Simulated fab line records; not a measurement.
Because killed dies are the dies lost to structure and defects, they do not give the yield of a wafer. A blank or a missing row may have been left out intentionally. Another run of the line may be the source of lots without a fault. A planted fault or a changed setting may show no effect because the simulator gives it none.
Problem report, 8D (eight disciplines) form, completed by code + flow n5 finfet + the parts of the form that need people (team, actions taken, sign-off) are left out

1. PROBLEM STATEMENT
time to endpoint s at N5_BEOL_M6_CMP_52 reads a mean of 112 s on 2 wafers of 2 lots; wafers without a fault read 63 s with a standard deviation of 3.4. That puts it +15 standard deviations away from the usual mean.
The step: polishes, stops on SiCOH lowk, t overpolish 6.9 s, target thk 80 nm.
The first sign was on wafer L960.4 at day 14 21:09, on cmp-01. The record holds 33 wafers of 11 lots with a number at this step. By rule, "out" or "out of limits" means more than 4 standard deviations away from the usual mean. Any other wafer with a number is counted as sound.

2. WHAT IT IS, WHAT IT ISN'T
| question                    | is                 | is not                                                                                       |
|-----------------------------|--------------------|----------------------------------------------------------------------------------------------|
| which readings at this step | time to endpoint s | motor current A, slurry filter dp kPa                                                        |
| which lots                  | L960, L963         | L947, L949, L950, L951, L956, L964, L965, L966, L967                                         |
| which wafers of those lots  | L960.4, L963.4     | L960.2, L960.3, L963.1, L963.2                                                               |
| read on which tools         | cmp-01, cmp-04     | cmp-02                                                                                       |
| when                        | from day 14 21:09  | up to then (17 sound wafers); but 14 sound wafers of L963, L964, L965, L966, L967 came after |

3. WHAT RULES OUT EACH SUSPECT
Counting: if a tool at a process step up to the reading ran every lot that is out, it stays a suspect. Sound lots after the first of them don't rule it out here, since some wafers of a struck lot are sound.
- ecd cu-02 at N5_BEOL_M6_ECD_50 (material Cu, target thk 300 nm): kept. Ran every lot that is out, first one L960 (day 14 20:44); last sound lot up to then L956 (day 12 17:00).
Left after counting: ecd cu-02 at N5_BEOL_M6_ECD_50.

4. THE CAUSE (what the simulator had put in)
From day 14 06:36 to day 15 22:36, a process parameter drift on ecd cu-02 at N5_BEOL_M6_ECD_50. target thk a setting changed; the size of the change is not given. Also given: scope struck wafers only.
After counting, this tool was the only one left.

5. THE CHAIN OF EFFECTS, in route order
Each row: a reading where the mean over the struck wafers with a number is more than 3 standard deviations away from the usual. Readings are gone through only where the record gives a usual standard deviation; hours: the median, over the lots, of the time from a lot's start at the first step in this table giving one to that lot's start at this step; sigmas: the change measured in usual standard deviations.
| hours | step              | reading            | usual | on struck wafers | change | sigmas |
|-------|-------------------|--------------------|-------|------------------|--------|--------|
| 0     | N5_BEOL_M6_CMP_52 | time to endpoint s | 63 s  | 112              | +50    | +15    |
Here are the process steps it includes:
- N5_BEOL_M6_CMP_52: polishes, stops on SiCOH lowk, t overpolish 6.9 s, target thk 80 nm.
Later measuring or inspecting steps at which every struck wafer that the step has a row for has a number for every such reading, and none has moved that far: N5_BEOL_M6_INSPECT_58.

6. HOW IT WOULD HAVE BEEN CAUGHT EARLIER
The fault began at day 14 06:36; the first out-of-limits reading in this record came at day 14 21:09, 15 hours later.
L963, from the lots that are out (2), started N5_BEOL_M6_ECD_50 on ecd cu-02 later than day 14 21:09. A hold on the tool at that time would have spared it.
